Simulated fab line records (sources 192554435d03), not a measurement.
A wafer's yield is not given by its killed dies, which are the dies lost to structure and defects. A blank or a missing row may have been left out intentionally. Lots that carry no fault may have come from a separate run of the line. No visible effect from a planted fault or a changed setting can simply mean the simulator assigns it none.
2 desks, one fault :: flow n5Finfet :: numbers are kept per desk, each desk with only its own; the story behind them comes last
Where a reading is given only as a bound, like >300, the bound stands for it, and a mean or a difference that rests on one is marked > or <: the true number lies beyond.

## THE METROLOGY DESK
What the gauges read, lot by lot, whatever tool the lot ran on: means of the sampled wafers that have a number. The brackets show how far a lot's mean lies from the usual mean; more than 4 standard deviations puts the lot out of limits, marked OUT. 7 of its 10 readings are shown, namely those furthest out on some lot.
Columns: A = DIBL_N at N5_BEOL_M4_RC_MEAS_101, usual 36.6 mV/V; B = IOFF_N at N5_BEOL_M4_RC_MEAS_101, usual 0.167 nA/um; C = IOFF_P at N5_BEOL_M4_RC_MEAS_101, usual 0.219 nA/um; D = ION_N at N5_BEOL_M4_RC_MEAS_101, usual 678 uA/um; E = ION_P at N5_BEOL_M4_RC_MEAS_101, usual 464 uA/um; F = SS_P at N5_BEOL_M4_RC_MEAS_101, usual 73.4 mV/dec; G = VT_P at N5_BEOL_M4_RC_MEAS_101, usual -249 mV
lot: L269
first seen here: day 8 17:11
A: 37.3
B: 0.186
C: 0.226
D: 690
E: 466
F: 73.2
G: -249

lot: L272
first seen here: day 9 01:15
A: 36.6
B: 0.171
C: 0.236
D: 680
E: 470
F: 73.6
G: -246

lot: L280
first seen here: day 11 14:51
A: 34.5
B: 0.156
C: 0.232
D: 678
E: 469
F: 73.2
G: -245

lot: L279
first seen here: day 12 19:20
A: 35.4
B: 0.148
C: 0.189
D: 669
E: 460
F: 73.0
G: -251

lot: L281
first seen here: day 13 02:11
A: 36.1
B: 0.158
C: 0.212
D: 677
E: 463
F: 73.3
G: -249

lot: L278
first seen here: day 13 12:19
A: 36.3
B: 0.192
C: 0.251
D: 671
E: 465
F: 73.4
G: -249

lot: L285
first seen here: day 14 05:10
A: 36.3
B: 0.147
C: 0.176
D: 671
E: 454
F: 72.9
G: -254

lot: L289
first seen here: day 14 22:31
A: 38.1
B: 0.169
C: 0.196
D: 680
E: 461
F: 73.8
G: -253

lot: L292
first seen here: day 15 15:25
A: 36.0
B: 0.155
C: 0.186
D: 678
E: 459
F: 72.5
G: -251
This desk's verdict: no lot among the 9 shows anything out of limits.

## THE DEFECT DESK
Lot by lot, what the route's inspections counted, given as the mean of those sampled wafers with a number. The brackets show how far a lot's mean lies from the usual mean; more than 4 standard deviations puts the lot out of limits, marked OUT.
Columns: A = rawDefectCount at N5_DUMMY_GATE_INSPECT_27, usual 264; B = rawDefectCount at N5_SPACER0_INSPECT_04, usual 125; C = rawDefectCount at N5_SD_EPI_N_INSPECT_26, usual 185; D = rawDefectCount at N5_SD_EPI_P_INSPECT_11, usual 1.9
lot: L269
first seen here: day 3 01:06
A: 291
B: 128
C: 167
D: 1.3

lot: L272
first seen here: day 3 18:18
A: 392
B: 154
C: 215
D: 1.3

lot: L278
first seen here: day 5 05:58
A: 230
B: 141
C: 229
D: 1.3

lot: L279
first seen here: day 5 11:01
A: 227
B: 118
C: 1324 (+33) OUT
D: >300 (+99 or more) OUT

lot: L280
first seen here: day 5 16:55
A: 205
B: 134
C: 1322 (+32) OUT
D: >300 (+99 or more) OUT

lot: L281
first seen here: day 5 23:54
A: 208
B: 108
C: 188
D: 2.7

lot: L285
first seen here: day 7 00:01
A: 208
B: 104
C: 1280 (+31) OUT
D: >300 (+99 or more) OUT

lot: L289
first seen here: day 8 04:50
A: 274
B: 110
C: 199
D: 3.0

lot: L292
first seen here: day 8 16:38
A: 274
B: 118
C: 157
D: 1.0
This desk's finding: out of limits on L279, L280, L285; first on L279, day 5 17:54 (rawDefectCount at N5_SD_EPI_N_INSPECT_26). L269, L272, L278, L281, L289, L292 stayed within limits.

## BROUGHT TOGETHER
The defect desk could have raised an alarm at day 5 17:54, on L279, L280, L285.
The metrology desk saw nothing out of limits.
The metrology desk has L279, L280, L285 on record, within its limits.
On epiRpcvd-01, each named lot ran N5_SD_EPI_N_EPI_21.

## WHAT WAS PUT IN BY THE SIMULATOR
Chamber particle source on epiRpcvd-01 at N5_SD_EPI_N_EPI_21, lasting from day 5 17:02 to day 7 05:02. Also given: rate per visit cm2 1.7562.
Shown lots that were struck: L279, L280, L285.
Hours from the fault's start to each desk's first reading out of limits: the defect desk, 1.
